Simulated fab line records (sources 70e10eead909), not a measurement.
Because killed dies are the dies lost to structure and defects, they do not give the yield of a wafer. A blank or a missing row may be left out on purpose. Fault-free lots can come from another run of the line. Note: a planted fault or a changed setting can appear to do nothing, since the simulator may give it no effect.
Which tool did it? / flow nand-harc / 15 lots, 45 wafers sampled, at 2 steps of a route of 1302

## WHAT THE GAUGES READ, wafer by wafer
NHARC_P_STI_OVL_MEAS_10.
lot=L206; measured=day 2 18:30; on=overlay-02; overlay-x-nm (nm)=4 5 4; overlay-y-nm (nm)=-5 -5 -5
lot=L207; measured=day 3 06:17; on=overlay-01; overlay-x-nm (nm)=-7 -7 -8; overlay-y-nm (nm)=3 3 3
lot=L208; measured=day 3 15:17; on=overlay-02; overlay-x-nm (nm)=0 -1 0; overlay-y-nm (nm)=-7 -7 -8
lot=L209; measured=day 4 02:14; on=overlay-01; overlay-x-nm (nm)=-2 -2 -3; overlay-y-nm (nm)=1 1 1
lot=L213; measured=day 5 18:27; on=overlay-01; overlay-x-nm (nm)=0 0 0; overlay-y-nm (nm)=-8 -8 -8
lot=L214; measured=day 6 04:44; on=overlay-02; overlay-x-nm (nm)=1 2 2; overlay-y-nm (nm)=5 4 5
lot=L215; measured=day 6 14:47; on=overlay-01; overlay-x-nm (nm)=-1 0 -1; overlay-y-nm (nm)=4 5 5
lot=L216; measured=day 7 01:56; on=overlay-02; overlay-x-nm (nm)=-9 -8 -9; overlay-y-nm (nm)=2 2 1
lot=L220; measured=day 8 14:48; on=overlay-01; overlay-x-nm (nm)=-4 -4 -5; overlay-y-nm (nm)=-7 -7 -7
lot=L221; measured=day 9 00:45; on=overlay-01; overlay-x-nm (nm)=-5 -5 -5; overlay-y-nm (nm)=7 8 7
lot=L222; measured=day 9 10:58; on=overlay-02; overlay-x-nm (nm)=5 4 4; overlay-y-nm (nm)=-6 -6 -6
lot=L223; measured=day 9 22:13; on=overlay-02; overlay-x-nm (nm)=-4 -4 -4; overlay-y-nm (nm)=7 6 6
lot=L226; measured=day 10 23:43; on=overlay-01; overlay-x-nm (nm)=3 3 4; overlay-y-nm (nm)=-6 -7 -6
lot=L227; measured=day 11 14:29; on=overlay-02; overlay-x-nm (nm)=1 2 1; overlay-y-nm (nm)=12 13 13
lot=L228; measured=day 12 00:09; on=overlay-01; overlay-x-nm (nm)=2 1 1; overlay-y-nm (nm)=6 6 6

## TOOL THAT RAN EACH LOT (tool first, then ch and the chambers of the sampled wafers, then the start)
lot=L206; NHARC_P_ZERO_WELL_DESCUM_13=rie-diel-04 ch 0,3, day 1 21:25
lot=L207; NHARC_P_ZERO_WELL_DESCUM_13=rie-diel-07 ch 0,2,3, day 2 07:58
lot=L208; NHARC_P_ZERO_WELL_DESCUM_13=rie-diel-01 ch 1,2, day 2 17:21
lot=L209; NHARC_P_ZERO_WELL_DESCUM_13=rie-diel-04 ch 1,3, day 3 03:17
lot=L213; NHARC_P_ZERO_WELL_DESCUM_13=rie-diel-04 ch 1,2,3, day 4 19:27
lot=L214; NHARC_P_ZERO_WELL_DESCUM_13=rie-diel-01 ch 0,2,3, day 5 05:16
lot=L215; NHARC_P_ZERO_WELL_DESCUM_13=rie-diel-01 ch 1,2,3, day 5 15:17
lot=L216; NHARC_P_ZERO_WELL_DESCUM_13=rie-diel-04 ch 0,1,2, day 6 01:25
lot=L220; NHARC_P_ZERO_WELL_DESCUM_13=rie-diel-04 ch 0,1,2, day 7 17:25
lot=L221; NHARC_P_ZERO_WELL_DESCUM_13=rie-diel-01 ch 0,1,3, day 8 03:24
lot=L222; NHARC_P_ZERO_WELL_DESCUM_13=rie-diel-01 ch 0,1, day 8 13:24
lot=L223; NHARC_P_ZERO_WELL_DESCUM_13=rie-diel-01 ch 1,3, day 8 23:33
lot=L226; NHARC_P_ZERO_WELL_DESCUM_13=rie-diel-04 ch 0,3, day 10 05:17
lot=L227; NHARC_P_ZERO_WELL_DESCUM_13=rie-diel-04 ch 0,1, day 10 15:26
lot=L228; NHARC_P_ZERO_WELL_DESCUM_13=rie-diel-04 ch 1,2, day 11 01:16
- NHARC_P_ZERO_WELL_DESCUM_13: chemistry O2, time 3 s.

## AS READ BY THE TOOLS THEMSELVES (means over the sampled wafers that have a number; for cases with no such wafer, the mark the record gives instead)
NHARC_P_ZERO_WELL_DESCUM_13.
lot=L206; tool=rie-diel-04; drypump-motor-current-A (A)=5.71; oes-product-au (a.u.)=1.002; rf-vpp-V (V)=57.7; showerhead-plenum-p-Torr (Torr)=2.05; throttle-valve-pct (%)=11.314
lot=L207; tool=rie-diel-07; drypump-motor-current-A (A)=5.24; oes-product-au (a.u.)=1.001; rf-vpp-V (V)=57.0; showerhead-plenum-p-Torr (Torr)=1.89; throttle-valve-pct (%)=11.312
lot=L208; tool=rie-diel-01; drypump-motor-current-A (A)=6.05; oes-product-au (a.u.)=0.989; rf-vpp-V (V)=58.0; showerhead-plenum-p-Torr (Torr)=1.86; throttle-valve-pct (%)=11.306
lot=L209; tool=rie-diel-04; drypump-motor-current-A (A)=5.50; oes-product-au (a.u.)=1.007; rf-vpp-V (V)=57.9; showerhead-plenum-p-Torr (Torr)=2.03; throttle-valve-pct (%)=11.311
lot=L213; tool=rie-diel-04; drypump-motor-current-A (A)=5.56; oes-product-au (a.u.)=1.010; rf-vpp-V (V)=57.2; showerhead-plenum-p-Torr (Torr)=2.00; throttle-valve-pct (%)=11.316
lot=L214; tool=rie-diel-01; drypump-motor-current-A (A)=5.90; oes-product-au (a.u.)=1.013; rf-vpp-V (V)=58.3; showerhead-plenum-p-Torr (Torr)=1.92; throttle-valve-pct (%)=11.301
lot=L215; tool=rie-diel-01; drypump-motor-current-A (A)=6.06; oes-product-au (a.u.)=0.995; rf-vpp-V (V)=58.7; showerhead-plenum-p-Torr (Torr)=1.89; throttle-valve-pct (%)=11.311
lot=L216; tool=rie-diel-04; drypump-motor-current-A (A)=5.60; oes-product-au (a.u.)=0.993; rf-vpp-V (V)=58.4; showerhead-plenum-p-Torr (Torr)=2.03; throttle-valve-pct (%)=11.310
lot=L220; tool=rie-diel-04; drypump-motor-current-A (A)=5.65; oes-product-au (a.u.)=0.999; rf-vpp-V (V)=58.4; showerhead-plenum-p-Torr (Torr)=2.02; throttle-valve-pct (%)=11.308
lot=L221; tool=rie-diel-01; drypump-motor-current-A (A)=6.09; oes-product-au (a.u.)=1.002; rf-vpp-V (V)=56.9; showerhead-plenum-p-Torr (Torr)=1.87; throttle-valve-pct (%)=11.303
lot=L222; tool=rie-diel-01; drypump-motor-current-A (A)=6.07; oes-product-au (a.u.)=0.999; rf-vpp-V (V)=57.2; showerhead-plenum-p-Torr (Torr)=1.82; throttle-valve-pct (%)=11.318
lot=L223; tool=rie-diel-01; drypump-motor-current-A (A)=6.25; oes-product-au (a.u.)=0.983; rf-vpp-V (V)=58.4; showerhead-plenum-p-Torr (Torr)=1.84; throttle-valve-pct (%)=11.308
lot=L226; tool=rie-diel-04; drypump-motor-current-A (A)=5.68; oes-product-au (a.u.)=1.001; rf-vpp-V (V)=57.2; showerhead-plenum-p-Torr (Torr)=1.99; throttle-valve-pct (%)=11.307
lot=L227; tool=rie-diel-04; drypump-motor-current-A (A)=5.57; oes-product-au (a.u.)=0.992; rf-vpp-V (V)=57.7; showerhead-plenum-p-Torr (Torr)=2.04; throttle-valve-pct (%)=11.315
lot=L228; tool=rie-diel-04; drypump-motor-current-A (A)=5.60; oes-product-au (a.u.)=0.991; rf-vpp-V (V)=57.7; showerhead-plenum-p-Torr (Torr)=1.99; throttle-valve-pct (%)=11.310

## THE ANSWER, worked out from the rows above alone
Rule: the usual values come from the lots themselves. The widest of any qualifying gaps counts: lots, ordered by their means at a reading, are off when they make up no more than a third of the lots, leave a main group of 4 or more, and stand apart from it by 3 or more times the standard deviation of that group's means. If all means in a main group match to the digits the tables above print for the reading, that group is not used. A lot without any number at a reading at which 4 lots or more have one is off too. The other lots that the step has rows for count as sound. Order of review: gauges by route order, followed by the tools' own readings, for which a lot's mean as printed above is used. At the first step where some lot is off, the reading lying furthest off is the one used; lots without a number count as furthest.
No lot is off at any reading shown: from this, nothing can be told.

## WHAT THE SIMULATOR HAD INSERTED
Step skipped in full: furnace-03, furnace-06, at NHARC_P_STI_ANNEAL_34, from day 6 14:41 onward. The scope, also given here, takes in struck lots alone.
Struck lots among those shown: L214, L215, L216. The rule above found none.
